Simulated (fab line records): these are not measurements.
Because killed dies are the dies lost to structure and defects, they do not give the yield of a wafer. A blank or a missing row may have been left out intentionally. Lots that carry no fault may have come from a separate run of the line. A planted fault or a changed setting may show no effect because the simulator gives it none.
fab line records	flow n5-finfet
record: lots: 24	wafers: 72	last-day: 17
route steps=1938 shown BEOL_M6@1241 BEOL_M7@1277
lots with no fault: from the same line, run without faults
start-h: hours from the record's opening day to when the first of the lot's shown wafers began	wait-h: hours since the lot's step before	" same as the row above	L1.1+2: a row that stands for several wafers	- no value present, or no start provided	* or withheld: withheld	< > ~ a bound
route shown NAME@n: names a module that has steps shown in the file, with the first one's number in the route	usual: mean/standard deviation taken from wafers without a fault	same: alike in all rows	chamber/n: place in a boat	sites: each site's reading	_std_site: the values' standard deviation	_edge_site: inner sites' mean taken away from outer sites' mean	radius-mm: for every site, how far away it sits from the centre of the wafer	mask NAME#n: copy n	behind: the last tool/chamber to shape the wafer	hold: why the lot was held/for how many hours/how that ended	device: names the non-switching transistor (n, p or np)	end of line: tests of these same wafers at the route's end	where a step has no rows: the recipe by itself	killed: the dies lost at the first sort to structure and to defects; this is not the yield of the wafer	map: a wafer's dies, marking killed ones x, the rest . and places with no die _
set.NAME: the setting the step ran with; set.NAME@STEP: the setting that earlier step ran with	model.NAME: the simulator's own value behind a step, which no gauge read
one table for each step of the route and one row for each wafer, over a sample of lots
services: the hour from which a tool's chamber was out of use, counted from the record's first day as start-h (under 0 if before that day), plus the number of hours and why
== steps ==
step: N5_BEOL_M6_STRIP_80
recipe: chemistry: N2/H2	time-s: 10	power-w: 450	temp-c: 40	pressure-mtorr: 20	rf-frequency-hz: 6e+07	bias-power-w: 7	n2-flow-sccm: 200	h2-flow-sccm: 200
usual: chamber-pressure-mTorr: 20.000/0.017	drypump-motor-current-A: 5.6/0.43	oes-product-au: 0.81/0.079	rf-vpp-V: 59.1/0.77	showerhead-plenum-p-Torr: 2.55/0.077	throttle-valve-pct: 23.78/0.23
same: time-s: 10
lot.wafer	tool	chamber	start-h	wait-h	chamber-pressure-mTorr	drypump-motor-current-A	oes-product-au	rf-hours-counter-h	rf-vpp-V	showerhead-plenum-p-Torr	throttle-valve-pct
L074.2	rie-diel-03	2	-	-	20.005	5.5	0.77	132	58.2	2.66	23.97
L074.5	"	3	"	"	20.017	6.2	0.85	-	58.9	2.58	23.58
L074.6	"	2	"	"	19.987	5.5	0.78	-	61.0	2.66	23.95
L075.1	rie-diel-02	3	-	-	19.988	5.1	0.82	62	60.0	2.57	23.73
L075.2	"	0	"	"	20.030	5.2	0.92	26	58.3	2.49	23.65
L075.4	"	1	"	"	20.000	6.2	0.75	126	59.2	2.57	23.77
L077.1	rie-diel-02	3	-	-	19.997	5.1	0.81	65	58.7	2.57	23.76
L077.4	"	2	"	"	20.023	5.7	0.88	53	58.6	2.47	23.77
L077.6	"	1	"	"	19.960	6.1	0.75	-	60.1	2.56	23.75
L076.1	rie-diel-02	0	-	-	20.004	5.2	0.90	31	58.3	2.49	23.64
L076.2	"	3	"	"	19.989	5.1	0.82	66	59.3	2.57	23.76
L076.4	"	2	"	"	20.000	5.8	0.87	54	57.7	2.47	23.76
L078.1	rie-diel-02	3	-	-	20.033	5.1	0.82	69	58.8	2.57	23.75
L078.3	"	1	"	"	20.006	6.2	0.75	135	58.7	2.56	23.77
L078.5	"	1	"	"	20.014	6.2	0.75	-	59.9	2.56	23.78
L079.3	rie-diel-03	0	-	-	19.997	5.4	0.69	250	58.6	2.39	23.60
L079.4	"	3	"	"	19.995	6.2	0.83	94	59.9	2.57	23.59
L079.6	"	3	"	"	20.017	6.2	0.82	-	58.7	2.57	23.60
L080.1	rie-diel-02	2	-	-	19.985	5.7	0.85	62	59.3	2.46	23.76
L080.2	"	0	"	"	19.993	5.2	0.89	39	57.2	2.48	23.68
L080.6	"	2	"	"	19.966	5.8	0.85	-	59.3	2.46	23.77
L081.3	rie-diel-03	2	-	-	20.006	5.5	0.76	149	60.2	2.65	23.99
L081.5	"	2	"	"	19.979	5.5	0.77	-	58.6	2.65	23.98
L081.6	"	3	"	"	19.990	6.2	0.82	-	59.0	2.57	23.60
L082.1	rie-diel-03	1	-	-	20.022	6.2	0.69	250	58.7	2.50	24.31
L082.3	"	3	"	"	20.012	6.2	0.81	99	59.2	2.57	23.60
L082.6	"	1	"	"	20.001	6.2	0.69	-	57.9	2.50	24.32
L083.2	rie-diel-06	1	-	-	19.990	5.3	0.67	217	59.6	2.62	24.14
L083.5	"	2	"	"	20.001	5.4	0.88	-	59.3	2.70	23.48
L083.6	"	3	"	"	19.995	4.9	0.89	-	58.5	2.47	23.59
L084.1	rie-diel-03	3	-	-	20.015	6.2	0.81	112	59.6	2.57	23.62
L084.2	"	2	"	"	19.982	5.5	0.75	164	58.5	2.65	23.99
L084.5	"	0	"	"	20.023	5.4	1.00	-	60.8	2.70	23.26
L085.2	rie-diel-02	1	-	-	20.004	6.2	0.73	153	58.5	2.55	23.79
L085.4	"	0	"	"	20.006	5.2	0.88	52	60.0	2.48	23.68
L085.5	"	0	"	"	20.004	5.2	0.87	-	57.9	2.48	23.66
L086.1	rie-diel-02	2	-	-	19.999	5.7	0.83	77	57.8	2.46	23.80
L086.2	"	0	"	"	19.999	5.2	0.89	54	59.9	2.48	23.68
L086.6	"	1	"	"	20.000	6.2	0.73	-	60.0	2.55	23.81
L087.1	rie-diel-02	0	-	-	19.982	5.2	0.86	60	60.0	2.47	23.69
L087.3	"	3	"	"	20.061	5.1	0.78	95	59.7	2.56	23.79
L087.4	"	1	"	"	19.994	6.2	0.72	162	59.6	2.55	23.81
L088.1	rie-diel-06	2	-	-	20.024	5.4	0.87	50	58.6	2.69	23.49
L088.4	"	3	"	"	19.986	4.9	0.87	45	58.7	2.46	23.62
L088.5	"	2	"	"	19.981	5.4	0.86	-	59.5	2.69	23.50
L089.1	rie-diel-02	0	-	-	20.026	5.2	0.86	61	58.5	2.47	23.68
L089.2	"	2	"	"	20.003	5.7	0.84	85	58.0	2.45	23.81
L089.6	"	1	"	"	19.984	6.2	0.71	-	57.8	2.55	23.82
L090.1	rie-diel-02	3	-	-	19.990	5.1	0.78	98	58.9	2.56	23.81
L090.3	"	1	"	"	20.017	6.2	0.72	166	60.6	2.55	23.80
L090.6	"	2	"	"	20.001	5.7	0.82	-	58.7	2.45	23.81
L091.2	rie-diel-06	3	-	-	19.987	4.9	0.88	48	59.8	2.46	23.63
L091.4	"	0	"	"	20.020	5.8	0.68	246	59.2	2.51	23.55
L091.5	"	1	"	"	19.986	5.3	0.67	-	59.3	2.62	24.16
L092.2	rie-diel-03	2	-	-	20.007	5.5	0.74	179	59.6	2.64	24.03
L092.4	"	3	"	"	20.006	6.2	0.79	126	59.2	2.56	23.62
L092.5	"	0	"	"	19.983	5.4	0.96	-	59.7	2.69	23.29
L093.1	rie-diel-02	2	-	-	19.990	5.8	0.81	94	59.8	2.45	23.82
L093.4	"	3	"	"	19.994	5.1	0.78	104	59.4	2.56	23.81
L093.6	"	3	"	"	20.027	5.1	0.78	-	59.1	2.56	23.81
L094.3	rie-diel-03	1	-	-	19.989	6.2	0.91	19	59.3	2.49	24.20
L094.5	"	1	"	"	20.008	6.2	0.91	-	57.9	2.49	24.18
L094.6	"	0	"	"	19.994	5.4	0.94	-	59.9	2.69	23.29
L096.1	rie-diel-06	1	-	-	19.993	5.3	0.66	241	59.7	2.61	24.17
L096.4	"	3	"	"	20.006	4.9	0.85	-	56.9	2.46	23.63
L096.5	"	2	"	"	19.979	5.4	0.85	-	58.7	2.69	23.52
L095.3	rie-diel-03	2	-	-	20.005	5.5	0.72	188	60.7	2.63	24.04
L095.5	"	1	"	"	19.996	6.2	0.90	-	57.4	2.49	24.17
L095.6	"	2	"	"	19.996	5.5	0.72	-	59.0	2.63	24.05
L097.3	rie-diel-02	0	-	-	19.997	5.2	0.83	77	58.1	2.47	23.71
L097.4	"	1	"	"	19.951	6.2	0.71	180	59.1	2.54	23.85
L097.5	"	3	"	"	19.997	5.1	0.76	-	58.6	2.55	23.81
step: N5_BEOL_M6_THK_MEAS_53
recipe: thk-meas-gauge: xrf	reads: Cu_of_BEOL_M6_ECD_50
usual: M6_THK: 80.0/2
lot.wafer	tool	chamber	start-h	wait-h	M6_THK[nm]
L074.2	film-metro-02	-	186.14	-	79.6
L074.5	"	-	"	"	82.2
L074.6	"	-	"	"	81.1
L075.1	film-metro-01	-	192.67	-	82.9
L075.2	"	-	"	"	83.6
L075.4	"	-	"	"	81.1
L077.1	film-metro-02	-	202.92	-	84.3
L077.4	"	-	"	"	83.2
L077.6	"	-	"	"	80.9
L076.1	film-metro-01	-	204.71	-	81.0
L076.2	"	-	"	"	79.9
L076.4	"	-	"	"	81.7
L078.1	film-metro-02	-	211.96	-	79.9
L078.3	"	-	"	"	80.6
L078.5	"	-	"	"	82.1
L079.3	film-metro-01	-	222.40	-	80.5
L079.4	"	-	"	"	81.4
L079.6	"	-	"	"	79.8
L080.1	film-metro-01	-	226.30	-	79.0
L080.2	"	-	"	"	78.6
L080.6	"	-	"	"	77.5
L081.3	film-metro-01	-	230.32	-	78.5
L081.5	"	-	"	"	77.3
L081.6	"	-	"	"	78.0
L082.1	film-metro-01	-	235.41	-	82.5
L082.3	"	-	"	"	77.0
L082.6	"	-	"	"	80.2
L083.2	film-metro-01	-	236.43	-	76.7
L083.5	"	-	"	"	78.2
L083.6	"	-	"	"	77.5
L084.1	film-metro-01	-	257.79	-	80.0
L084.2	"	-	"	"	79.8
L084.5	"	-	"	"	82.7
L085.2	film-metro-01	-	257.98	-	79.5
L085.4	"	-	"	"	79.6
L085.5	"	-	"	"	83.0
L086.1	film-metro-02	-	261.27	-	81.5
L086.2	"	-	"	"	81.8
L086.6	"	-	"	"	80.9
L087.1	film-metro-01	-	279.63	-	82.0
L087.3	"	-	"	"	79.7
L087.4	"	-	"	"	80.2
L088.1	film-metro-01	-	280.35	-	78.4
L088.4	"	-	"	"	76.9
L088.5	"	-	"	"	80.2
L089.1	film-metro-01	-	285.13	-	81.2
L089.2	"	-	"	"	80.8
L089.6	"	-	"	"	79.4
L090.1	film-metro-01	-	290.40	-	80.1
L090.3	"	-	"	"	79.1
L090.6	"	-	"	"	80.9
L091.2	film-metro-02	-	290.82	-	78.4
L091.4	"	-	"	"	78.3
L091.5	"	-	"	"	78.0
L092.2	film-metro-01	-	295.79	-	76.3
L092.4	"	-	"	"	77.9
L092.5	"	-	"	"	80.9
L093.1	film-metro-01	-	307.48	-	81.3
L093.4	"	-	"	"	80.8
L093.6	"	-	"	"	78.7
L094.3	film-metro-02	-	313.46	-	83.0
L094.5	"	-	"	"	80.9
L094.6	"	-	"	"	83.1
L096.1	film-metro-01	-	318.15	-	76.3
L096.4	"	-	"	"	76.2
L096.5	"	-	"	"	79.3
L095.3	film-metro-02	-	323.13	-	77.3
L095.5	"	-	"	"	81.6
L095.6	"	-	"	"	77.9
L097.3	film-metro-01	-	327.87	-	78.3
L097.4	"	-	"	"	76.8
L097.5	"	-	"	"	80.2
step: N5_BEOL_M7_OVL_MEAS_12
recipe: points-per-wafer: 44
usual: M7_OVL: 0.2/0.79
lot.wafer	tool	chamber	start-h	wait-h	M7_OVL[nm]
L074.2	overlay-01	0	187.56	0.0	-0.7
L074.5	"	0	"	"	-1.3
L074.6	"	0	"	"	-0.5
L075.1	overlay-01	0	194.71	0.0	0.9
L075.2	"	0	"	"	0.2
L075.4	"	0	"	"	-0.4
L077.1	overlay-01	0	204.98	0.0	0.0
L077.4	"	0	"	"	-0.2
L077.6	"	0	"	"	-0.5
L076.1	overlay-01	0	207.71	0.0	0.7
L076.2	"	0	"	"	1.7
L076.4	"	0	"	"	1.0
L078.1	overlay-02	0	215.86	0.0	-1.2
L078.3	"	0	"	"	-1.2
L078.5	"	0	"	"	-0.5
L079.3	overlay-01	0	225.86	0.0	-0.1
L079.4	"	0	"	"	0.5
L079.6	"	0	"	"	-0.4
L080.1	overlay-01	0	229.92	0.0	1.7
L080.2	"	0	"	"	1.4
L080.6	"	0	"	"	0.9
L081.3	overlay-01	0	233.12	0.1	-0.4
L081.5	"	0	"	"	-0.1
L081.6	"	0	"	"	-0.1
L082.1	overlay-02	0	238.44	0.0	0.3
L082.3	"	0	"	"	0.1
L082.6	"	0	"	"	1.2
L083.2	overlay-02	0	238.61	0.0	-0.9
L083.5	"	0	"	"	-2.0
L083.6	"	0	"	"	-0.3
L084.1	overlay-01	0	259.87	0.0	1.2
L084.2	"	0	"	"	1.2
L084.5	"	0	"	"	1.3
L085.2	overlay-01	0	260.04	0.0	-1.0
L085.4	"	0	"	"	-0.2
L085.5	"	0	"	"	0.4
L086.1	overlay-01	0	263.53	0.0	-1.5
L086.2	"	0	"	"	-0.5
L086.6	"	0	"	"	-0.7
L087.1	overlay-02	0	281.83	0.0	0.6
L087.3	"	0	"	"	0.3
L087.4	"	0	"	"	0.5
L088.1	overlay-02	0	282.29	0.0	0.7
L088.4	"	0	"	"	0.3
L088.5	"	0	"	"	0.8
L089.1	overlay-02	0	286.98	0.0	0.8
L089.2	"	0	"	"	1.2
L089.6	"	0	"	"	1.0
L090.1	overlay-01	0	294.01	0.0	-0.3
L090.3	"	0	"	"	-0.4
L090.6	"	0	"	"	-0.9
L091.2	overlay-02	0	294.51	0.0	0.5
L091.4	"	0	"	"	-0.2
L091.5	"	0	"	"	0.1
L092.2	overlay-02	0	298.99	0.0	-0.9
L092.4	"	0	"	"	-0.2
L092.5	"	0	"	"	-0.4
L093.1	overlay-02	0	311.51	0.0	0.0
L093.4	"	0	"	"	0.8
L093.6	"	0	"	"	1.2
L094.3	overlay-02	0	315.84	0.0	1.0
L094.5	"	0	"	"	0.0
L094.6	"	0	"	"	-0.2
L096.1	overlay-02	0	320.26	0.0	-0.9
L096.4	"	0	"	"	0.0
L096.5	"	0	"	"	-0.7
L095.3	overlay-01	0	325.02	0.0	0.9
L095.5	"	0	"	"	0.9
L095.6	"	0	"	"	1.8
L097.3	overlay-01	0	331.40	0.0	0.4
L097.4	"	0	"	"	0.5
L097.5	"	0	"	"	0.1
step: N5_BEOL_M7_HM_OPEN_17
recipe: chemistry: Cl2/BCl3	target-depth-a: 200	overetch-a: 60	target: TiN	mask-material: SOC	ion-energy-ev: 150	pressure-mtorr: 10	icp-w: 1000	bias-w: 126	Cl2_flow_sccm: 53.25	bcl3-flow-sccm: 21.75	Ar_flow_sccm: 25
usual: chamber-pressure-mTorr: 10.000/0.014	drypump-motor-current-A: 5.9/0.34	oes-product-au: 0.68/0.088	throttle-valve-pct: 22.1/0.33
lot.wafer	tool	chamber	start-h	wait-h	chamber-pressure-mTorr	drypump-motor-current-A	oes-product-au	rf-hours-counter-h	throttle-valve-pct
L074.2	rie-metal-01	0	187.95	0.1	9.995	5.7	0.69	-	21.8
L074.5	"	0	"	"	9.997	5.7	0.68	-	21.8
L074.6	"	0	"	"	9.994	5.6	0.68	-	21.8
L075.1	rie-metal-02	0	195.05	0.0	9.995	5.4	0.69	27	21.8
L075.2	"	1	"	"	10.007	5.8	0.53	113	22.0
L075.4	"	0	"	"	9.984	5.4	0.69	-	21.8
L077.1	rie-metal-02	0	205.32	0.0	10.003	5.4	0.69	29	21.8
L077.4	"	0	"	"	10.000	5.4	0.69	-	21.8
L077.6	"	1	"	"	10.001	5.7	0.53	-	22.0
L076.1	rie-metal-03	0	208.06	0.0	10.006	6.3	0.52	130	22.8
L076.2	"	1	"	"	9.999	6.1	0.67	35	22.3
L076.4	"	0	"	"	10.008	6.3	0.52	-	22.8
L078.1	rie-metal-03	1	216.20	0.0	9.986	6.1	0.67	36	22.3
L078.3	"	0	"	"	10.026	6.3	0.52	-	22.8
L078.5	"	0	"	"	9.995	6.3	0.51	-	22.8
L079.3	rie-metal-03	1	226.29	0.1	10.013	6.1	0.67	-	22.3
L079.4	"	0	"	"	10.016	6.3	0.51	-	22.8
L079.6	"	1	"	"	10.001	6.1	0.66	-	22.3
L080.1	rie-metal-03	1	230.26	0.0	9.989	6.1	0.67	38	22.3
L080.2	"	1	"	"	9.982	6.1	0.66	-	22.3
L080.6	"	1	"	"	9.995	6.1	0.67	-	22.3
L081.3	rie-metal-02	1	233.48	0.1	10.005	5.7	0.52	-	22.0
L081.5	"	1	"	"	10.014	5.7	0.52	-	22.0
L081.6	"	0	"	"	9.985	5.4	0.68	-	21.8
L082.1	rie-metal-01	0	238.78	0.0	10.005	5.7	0.67	28	21.8
L082.3	"	0	"	"	10.001	5.7	0.67	-	21.8
L082.6	"	1	"	"	9.998	6.2	0.82	-	21.7
L083.2	rie-metal-03	1	239.08	0.1	9.992	6.1	0.67	-	22.3
L083.5	"	1	"	"	10.005	6.1	0.67	-	22.3
L083.6	"	1	"	"	9.999	6.1	0.68	-	22.2
L084.1	rie-metal-03	1	260.22	0.0	10.005	6.1	0.67	43	22.3
L084.2	"	0	"	"	10.013	6.3	0.86	1	22.5
L084.5	"	0	"	"	10.007	6.3	0.85	-	22.4
L085.2	rie-metal-01	0	260.52	0.0	9.994	5.7	0.68	30	21.8
L085.4	"	1	"	"	10.010	6.3	0.80	-	21.8
L085.5	"	0	"	"	10.008	5.6	0.67	-	21.8
L086.1	rie-metal-03	1	263.87	0.0	10.005	6.1	0.66	43	22.3
L086.2	"	0	"	"	10.011	6.3	0.84	1	22.5
L086.6	"	1	"	"	9.869	6.1	0.65	-	22.3
L087.1	rie-metal-02	0	282.17	0.0	9.990	5.4	0.66	38	21.8
L087.3	"	0	"	"	9.998	5.4	0.67	-	21.8
L087.4	"	0	"	"	10.005	5.4	0.67	-	21.8
L088.1	rie-metal-02	0	282.64	0.0	10.009	5.4	0.67	38	21.8
L088.4	"	0	"	"	10.009	5.4	0.66	-	21.8
L088.5	"	0	"	"	10.012	5.4	0.67	-	21.8
L089.1	rie-metal-02	0	287.32	0.0	9.990	5.4	0.65	39	21.8
L089.2	"	0	"	"	9.995	5.4	0.66	-	21.8
L089.6	"	0	"	"	9.996	5.4	0.66	-	21.8
L090.1	rie-metal-03	1	294.34	0.0	10.000	6.1	0.65	46	22.3
L090.3	"	0	"	"	10.004	6.3	0.82	-	22.5
L090.6	"	0	"	"	9.990	6.3	0.82	-	22.4
L091.2	rie-metal-03	0	295.14	0.0	9.990	6.3	0.80	3	22.5
L091.4	"	0	"	"	9.986	6.3	0.81	-	22.5
L091.5	"	1	"	"	9.988	6.1	0.65	-	22.3
L092.2	rie-metal-02	1	299.33	0.0	9.997	5.7	0.86	0	21.5
L092.4	"	1	"	"	10.001	5.7	0.87	-	21.5
L092.5	"	1	"	"	10.001	5.7	0.86	-	21.5
L093.1	rie-metal-01	0	311.85	0.0	9.989	5.7	0.65	35	21.8
L093.4	"	0	"	"	9.993	5.7	0.66	-	21.9
L093.6	"	1	"	"	9.986	6.2	0.77	-	21.8
L094.3	rie-metal-01	1	316.20	0.1	10.008	6.3	0.77	-	21.8
L094.5	"	0	"	"	10.003	5.7	0.65	-	21.8
L094.6	"	1	"	"	10.006	6.2	0.77	-	21.8
L096.1	rie-metal-03	1	320.59	0.0	9.998	6.1	0.64	49	22.3
L096.4	"	0	"	"	10.001	6.3	0.79	-	22.5
L096.5	"	0	"	"	9.981	6.3	0.78	-	22.5
L095.3	rie-metal-03	1	325.40	0.1	9.996	6.1	0.64	-	22.3
L095.5	"	1	"	"	10.007	6.1	0.65	-	22.3
L095.6	"	0	"	"	9.995	6.3	0.81	-	22.5
L097.3	rie-metal-01	1	332.14	0.1	10.008	6.2	0.77	-	21.8
L097.4	"	0	"	"	10.004	5.7	0.66	-	21.8
L097.5	"	1	"	"	9.992	6.2	0.76	-	21.8
step: N5_BEOL_M7_STRIP_80
recipe: chemistry: N2/H2	time-s: 10	power-w: 450	temp-c: 40	pressure-mtorr: 20	rf-frequency-hz: 6e+07	bias-power-w: 7	n2-flow-sccm: 200	h2-flow-sccm: 200
usual: chamber-pressure-mTorr: 19.998/0.018	drypump-motor-current-A: 5.7/0.37	oes-product-au: 0.77/0.087	rf-vpp-V: 59.1/0.88	showerhead-plenum-p-Torr: 2.52/0.1	throttle-valve-pct: 23.62/0.26
same: time-s: 10
lot.wafer	tool	chamber	start-h	wait-h	chamber-pressure-mTorr	drypump-motor-current-A	oes-product-au	rf-hours-counter-h	rf-vpp-V	showerhead-plenum-p-Torr	throttle-valve-pct
L074.2	rie-diel-04	2	-	-	20.020	5.6	0.75	141	59.0	2.56	23.31
L074.5	"	0	"	"	19.992	6.6	0.81	-	58.8	2.67	23.98
L074.6	"	3	"	"	19.993	5.4	0.86	-	57.9	2.49	23.71
L075.1	rie-diel-01	0	-	-	19.980	5.3	1.00	3	60.3	2.60	23.38
L075.2	"	3	"	"	20.003	5.5	0.70	212	59.8	2.62	23.61
L075.4	"	1	"	"	20.017	5.6	0.72	189	59.8	2.53	23.98
L077.1	rie-diel-01	1	-	-	19.992	5.6	0.71	193	58.9	2.53	23.98
L077.4	"	0	"	"	19.978	5.3	0.98	7	59.1	2.60	23.39
L077.6	"	0	"	"	20.009	5.3	0.97	-	57.6	2.60	23.38
L076.1	rie-diel-04	0	-	-	20.018	6.5	0.80	111	59.3	2.66	24.00
L076.2	"	3	"	"	19.994	5.4	0.86	67	59.2	2.49	23.73
L076.4	"	2	"	"	19.993	5.6	0.75	147	57.9	2.56	23.33
L078.1	rie-diel-05	2	-	-	19.998	5.6	0.88	46	60.0	2.60	23.33
L078.3	"	3	"	"	19.975	5.6	0.73	195	59.2	2.43	23.50
L078.5	"	2	"	"	19.999	5.5	0.87	-	59.8	2.60	23.35
L079.3	rie-diel-05	2	-	-	19.980	5.6	0.86	50	58.9	2.60	23.34
L079.4	"	1	"	"	20.023	5.7	0.78	117	58.1	2.34	23.66
L079.6	"	3	"	"	19.991	5.5	0.72	-	58.3	2.42	23.51
L080.1	rie-diel-05	1	-	-	20.008	5.7	0.78	118	58.9	2.34	23.68
L080.2	"	3	"	"	20.000	5.5	0.72	201	59.9	2.42	23.50
L080.6	"	2	"	"	20.020	5.6	0.86	-	59.9	2.60	23.35
L081.3	rie-diel-01	0	-	-	20.012	5.3	0.94	16	59.3	2.60	23.38
L081.5	"	3	"	"	19.987	5.5	0.69	-	59.3	2.61	23.64
L081.6	"	0	"	"	19.999	5.3	0.95	-	58.9	2.59	23.39
L082.1	rie-diel-05	3	-	-	19.951	5.6	0.73	203	59.1	2.42	23.50
L082.3	"	2	"	"	19.999	5.5	0.86	53	59.2	2.60	23.35
L082.6	"	0	"	"	20.025	6.0	0.69	-	59.6	2.40	23.75
L083.2	rie-diel-04	0	-	-	19.998	6.6	0.80	121	59.1	2.66	24.01
L083.5	"	0	"	"	19.964	6.5	0.79	-	59.7	2.66	24.02
L083.6	"	3	"	"	19.985	5.4	0.85	-	59.9	2.48	23.75
L085.2	rie-diel-01	2	-	-	20.012	5.5	0.68	246	59.4	2.62	24.00
L085.4	"	0	"	"	20.015	5.3	0.93	24	59.7	2.59	23.38
L085.5	"	1	"	"	20.000	5.6	0.70	-	58.4	2.52	24.02
L084.1	rie-diel-05	1	-	-	20.001	5.7	0.78	128	59.4	2.33	23.68
L084.2	"	0	"	"	19.984	6.1	0.68	234	59.5	2.39	23.77
L084.5	"	0	"	"	19.984	6.0	0.67	-	58.3	2.39	23.76
L086.1	rie-diel-01	3	-	-	19.998	5.5	0.68	233	58.3	2.61	23.63
L086.2	"	0	"	"	20.017	5.2	0.94	25	59.4	2.59	23.40
L086.6	"	3	"	"	20.028	5.5	0.68	-	59.3	2.61	23.65
L087.1	rie-diel-05	3	-	-	19.970	5.5	0.71	218	58.8	2.42	23.54
L087.3	"	0	"	"	19.988	6.1	0.68	242	59.5	2.39	23.77
L087.4	"	2	"	"	20.010	5.6	0.84	63	59.2	2.59	23.35
L088.1	rie-diel-05	2	-	-	20.011	5.5	0.84	64	59.1	2.59	23.35
L088.4	"	1	"	"	19.994	5.7	0.78	136	60.2	2.33	23.69
L088.5	"	2	"	"	20.000	5.6	0.84	-	59.4	2.59	23.36
L089.1	rie-diel-04	1	-	-	19.985	6.5	0.70	208	58.4	2.49	23.11
L089.2	"	2	"	"	20.008	5.6	0.74	171	60.2	2.55	23.34
L089.6	"	2	"	"	19.985	5.6	0.73	-	60.5	2.55	23.35
L090.1	rie-diel-05	2	-	-	19.977	5.5	0.84	66	59.8	2.59	23.37
L090.3	"	1	"	"	19.998	5.7	0.76	138	58.2	2.33	23.69
L090.6	"	0	"	"	19.986	6.1	0.67	-	58.0	2.39	23.78
L091.2	rie-diel-01	3	-	-	20.007	5.5	0.67	245	59.7	2.60	23.66
L091.4	"	0	"	"	19.993	5.3	0.92	-	59.7	2.59	23.41
L091.5	"	1	"	"	19.984	5.6	0.69	-	60.5	2.52	24.03
L092.2	rie-diel-01	1	-	-	19.959	5.6	0.69	224	59.3	2.52	24.02
L092.4	"	1	"	"	20.002	5.6	0.69	-	58.3	2.52	24.02
L092.5	"	3	"	"	20.025	5.5	0.67	-	60.8	2.60	23.66
L093.1	rie-diel-04	1	-	-	19.977	6.5	0.70	215	58.6	2.49	23.10
L093.4	"	2	"	"	19.970	5.6	0.73	177	58.9	2.54	23.36
L093.6	"	3	"	"	19.985	5.4	0.82	-	59.8	2.47	23.76
L094.3	rie-diel-04	2	-	-	20.016	5.6	0.73	179	59.6	2.54	23.38
L094.5	"	0	"	"	20.006	6.5	0.78	-	58.6	2.65	24.03
L094.6	"	1	"	"	19.977	6.5	0.69	-	60.3	2.49	23.11
L096.1	rie-diel-05	1	-	-	19.996	5.7	0.75	148	59.1	2.33	23.71
L096.4	"	2	"	"	19.986	5.5	0.82	-	59.5	2.59	23.37
L096.5	"	3	"	"	19.983	5.5	0.70	-	59.8	2.41	23.56
L095.3	rie-diel-05	2	-	-	20.007	5.6	0.83	76	58.4	2.59	23.38
L095.5	"	2	"	"	20.020	5.6	0.83	-	61.2	2.59	23.37
L095.6	"	1	"	"	20.004	5.7	0.75	-	58.3	2.32	23.71
L097.3	rie-diel-05	3	-	-	19.997	5.5	0.70	233	57.6	2.41	23.54
L097.4	"	0	"	"	20.010	6.1	0.95	-	59.6	2.70	23.26
L097.5	"	2	"	"	20.000	5.6	0.83	-	59.7	2.59	23.38
step: N5_BEOL_M7_OCD_MEAS_38
usual: trench-depth-nm: 93.1/1.4
lot.wafer	tool	chamber	start-h	wait-h	trench-depth-nm
L074.2	ocd-01	-	191.50	-	92.5
L074.5	"	-	"	"	92.8
L074.6	"	-	"	"	92.5
L075.1	ocd-01	-	196.08	-	93.0
L075.2	"	-	"	"	92.8
L075.4	"	-	"	"	91.7
L077.1	ocd-02	-	207.78	-	92.3
L077.4	"	-	"	"	92.9
L077.6	"	-	"	"	93.3
L076.1	ocd-01	-	209.26	-	95.0
L076.2	"	-	"	"	93.7
L076.4	"	-	"	"	94.3
L078.1	ocd-01	-	217.29	-	95.7
L078.3	"	-	"	"	93.0
L078.5	"	-	"	"	95.0
L079.3	ocd-01	-	229.15	-	94.2
L079.4	"	-	"	"	93.9
L079.6	"	-	"	"	91.3
L080.1	ocd-01	-	233.92	-	92.5
L080.2	"	-	"	"	92.8
L080.6	"	-	"	"	95.9
L081.3	ocd-02	-	234.50	-	93.3
L081.5	"	-	"	"	91.9
L081.6	"	-	"	"	93.7
L082.1	ocd-01	-	240.69	-	92.4
L082.3	"	-	"	"	95.9
L082.6	"	-	"	"	92.0
L083.2	ocd-01	-	241.09	-	93.4
L083.5	"	-	"	"	94.1
L083.6	"	-	"	"	92.5
L085.2	ocd-02	-	263.23	-	91.1
L085.4	"	-	"	"	93.5
L085.5	"	-	"	"	91.9
L084.1	ocd-02	-	263.51	-	92.6
L084.2	"	-	"	"	90.7
L084.5	"	-	"	"	90.7
L086.1	ocd-01	-	266.62	-	93.7
L086.2	"	-	"	"	94.1
L086.6	"	-	"	"	93.7
L087.1	ocd-02	-	288.34	-	92.1
L087.3	"	-	"	"	92.1
L087.4	"	-	"	"	95.6
L088.1	ocd-01	-	289.17	-	96.0
L088.4	"	-	"	"	93.3
L088.5	"	-	"	"	95.0
L089.1	ocd-02	-	289.59	-	92.9
L089.2	"	-	"	"	94.6
L089.6	"	-	"	"	94.9
L090.1	ocd-01	-	295.55	-	95.8
L090.3	"	-	"	"	94.3
L090.6	"	-	"	"	92.7
L091.2	ocd-02	-	296.51	-	91.8
L091.4	"	-	"	"	92.9
L091.5	"	-	"	"	91.0
L092.2	ocd-02	-	303.41	-	92.2
L092.4	"	-	"	"	92.0
L092.5	"	-	"	"	92.2
L093.1	ocd-02	-	312.92	-	93.7
L093.4	"	-	"	"	95.4
L093.6	"	-	"	"	93.8
L094.3	ocd-02	-	318.97	-	95.4
L094.5	"	-	"	"	94.3
L094.6	"	-	"	"	93.9
L096.1	ocd-01	-	324.25	-	90.8
L096.4	"	-	"	"	93.5
L096.5	"	-	"	"	91.9
L095.3	ocd-02	-	327.83	-	96.1
L095.5	"	-	"	"	95.2
L095.6	"	-	"	"	95.2
L097.3	ocd-02	-	334.33	-	92.6
L097.4	"	-	"	"	94.5
L097.5	"	-	"	"	95.2
== services ==
tool	chamber	start-h	hours	kind
rie-metal-03	0	158.61	3.8	repair
rie-diel-04	1	160.42	8.4	repair
rie-diel-04	-	161.90	4.3	pm
rie-metal-03	1	163.11	14.1	repair
rie-diel-06	-	178.23	14.6	pm
rie-diel-04	2	186.18	3.8	repair
rie-metal-01	-	196.93	28.1	pm
rie-diel-05	1	199.14	22.3	repair
rie-metal-03	1	203.24	1.1	repair
rie-diel-06	2	210.88	4.2	repair
rie-diel-04	-	219.11	0.4	repair
rie-metal-03	0	230.03	-	clean
rie-metal-03	0	230.03	21.9	scheduled-down
rie-metal-03	0	230.03	21.9	vent-cycle
rie-diel-06	-	246.45	15.6	pm
rie-metal-03	-	250.51	0.1	repair
rie-diel-05	2	262.35	13.6	repair
rie-diel-03	1	272.43	3.8	repair
rie-diel-05	-	292.60	0.7	repair
rie-diel-05	0	312.77	-	clean
rie-diel-06	1	325.72	3.3	repair
rie-diel-05	1	328.40	64.7	repair
rie-diel-01	3	333.67	1.7	repair
rie-diel-06	0	334.10	3.4	repair
== key ==
fault none
